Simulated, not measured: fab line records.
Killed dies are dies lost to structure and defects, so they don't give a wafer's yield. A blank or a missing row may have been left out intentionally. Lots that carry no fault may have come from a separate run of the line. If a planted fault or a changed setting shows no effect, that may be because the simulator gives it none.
Matching of chambers | flow n5-finfet | N5_SPACER0_ALD_00 on ald-sin-04: 4 sister chambers
The step deposits SiOCN, target thk 3.5 nm, pulse time 3 s, purge time 2 s. 4 wafers are shown with their chamber, then 7 later ones without.

WAFERS PAIRED WITH THEIR CHAMBERS
wafer  | chamber | heater-power-w (W)
L083.4 | 3       | 854
L086.3 | 1       | 770
L087.1 | 0       | 969
L087.3 | 2       | 859

WAFERS WITHOUT THEIR CHAMBER
wafer  | heater-power-w (W)
L087.6 | 936
L095.1 | 895
L095.4 | 953
L095.5 | 774
L097.2 | 890
L097.3 | 929
L097.5 | 852

EACH ONE'S CHAMBER
wafer  | from the rows above          | in truth
L087.6 | can't be placed: 0 or 2 or 3 | 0
L095.1 | can't be placed: 2 or 3 or 0 | 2
L095.4 | 0                            | 0
L095.5 | 1                            | 1
L097.2 | can't be placed: 2 or 3 or 0 | 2
L097.3 | can't be placed: 0 or 2 or 3 | 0
L097.5 | can't be placed: 3 or 2      | 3
Correctly placed: 2 of 7. From these rows, 5 cannot be placed; in 5 the true chamber is one of the candidates. 0 placed wrongly.
How it was worked out, from the rows above alone: a wafer's distance from a chamber is the root of the sum, over the readings, of the square of ((its reading less the chamber's mean) divided by the reading's scatter). If the next closest chamber is less than 2 further off than the closest, the wafer can't be placed; otherwise it belongs to the closest. For every chamber, the mean is computed from those of its wafers that are shown. The scatter (one wafer shown for each chamber): square how far every hidden wafer sits from the nearest shown wafer, average those squares and take the square root.
